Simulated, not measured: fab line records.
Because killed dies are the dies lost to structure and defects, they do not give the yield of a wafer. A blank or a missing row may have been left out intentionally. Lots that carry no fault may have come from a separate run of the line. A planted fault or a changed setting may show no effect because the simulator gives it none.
Struck lot and sound lot, side by side / flow nand-harc / 14 steps out of a route of 1302
Sound: the wafers L317.1, L317.5, L317.6. Wafers L324.2, L324.3, L324.4 were the ones struck. The cause is named last.
Per side, at each step with rows, come the tool, then ch with its chambers, and then its first start. Under that, the readings that differ: sound wafers / struck wafers / difference of the means / sigmas: that difference in standard deviations of wafers without a fault.
alike: words and numbers the same on both sides, and readings whose means are apart by under 2 such deviations; not compared: readings that were withheld, readings missing a value for some wafer, numbers with overlapping values and no deviation given by the record, and bounds like >300 which may hide the same value.
Wherever a step has rows on one side only, a row that says differs or no value, or a row with sigmas, the two part there. Numbers that have no deviation but don't overlap get no sigmas and don't part them. A reading that every wafer of one side lacks parts them only if that side has two wafers or more.

NHARC_P_STI_ETCH_42: etches the open film in N2/H2, target depth 80 nm, overetch 24 nm, time 61 s.
  sound on rie-diel-07 ch 0,2,3, day 7 08:58; struck on rie-diel-07 ch 0,1,2, day 10 11:47
  alike: drypump-motor-current-A, oes-product-au, rf-vpp-V, showerhead-plenum-p-Torr, throttle-valve-pct
  not compared: rf-hours-counter-h
NHARC_P_STI_ETCH_31: etches the open film in CF4/CHF3, target depth 108.9 nm, time 54.5 s.
  sound: rie-diel-07 ch 0,2,3; struck: rie-diel-07 ch 0,1,3
  alike: drypump-motor-current-A, oes-product-au, rf-vpp-V, showerhead-plenum-p-Torr, throttle-valve-pct
  not compared: rf-hours-counter-h
NHARC_P_STI_ETCH_15: etches the open film in HBr/Cl2, target depth 300 nm, time 100.1 s.
  sound on rie-si-03 ch 2,3, day 7 09:10; struck on rie-si-06 ch 1,2,3, day 10 11:59
  alike: drypump-motor-current-A, oes-product-au, throttle-valve-pct
  not compared: rf-hours-counter-h
NHARC_P_STI_CD_MEAS_16:
  sound: cd-sem-03 at day 7 09:18; struck: cd-sem-02 at day 10 12:08
  alike: cd-nm
NHARC_P_STI_OCD_MEAS_17:
  sound: ocd-01 at day 7 09:23; struck: ocd-02 at day 10 12:13
  alike: trench-depth-nm, trench-foot-cd-nm
then, 3 steps without rows for these wafers: NHARC_P_STI_STRIP_19 (strips in SPM, time 900 s); NHARC_P_STI_PRECLEAN_32 (cleans in SC1); NHARC_P_STI_SRD_23.
NHARC_P_STI_OCD_MEAS_43:
  sound: ocd-02 at day 7 09:54; struck: ocd-01 at day 10 12:44
  alike: trench-depth-nm, trench-foot-cd-nm
then, 3 steps without rows for these wafers: NHARC_P_STI_OXIDE_33 (material SiO2, target thk 10 nm, ox time 281 s); NHARC_P_STI_HDPCVD_20 (deposits SiO2); NHARC_P_STI_ANNEAL_34 (time 1800 s).
NHARC_P_STI_CMP_21: polishes, t overpolish 20 s, target thk 380.67 nm.
  sound on cmp-04 ch 0,3, day 8 02:08; struck on cmp-04 ch 1,2,3, day 11 06:13
reading=motor-current-A (A); sound=13.9 14.6 11.4; struck=11.2 10.9 11.2; difference=-2.2; sigmas=-2
reading=overpolish-run-s (s); sound=19.996 20.007 20.006; struck=69.100 69.119 69.097; difference=+49.102; sigmas=+99 or more
reading=t-overpolish-s (s); sound=20 20 20; struck=69.109 69.109 69.109; difference=+49.109; sigmas=
NHARC_END_SORT_01:
  the record has rows for the sound wafers here (prober-02 ch 0, day 28 17:07) and none for the struck ones

## WHERE THEY PART
First at NHARC_P_STI_CMP_21; last, within this record, at NHARC_END_SORT_01.

WHY: what had been put in by the simulator
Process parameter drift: cmp-04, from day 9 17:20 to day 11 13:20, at NHARC_P_STI_CMP_21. From 20, the setting t-overpolish-s moved by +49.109. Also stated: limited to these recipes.
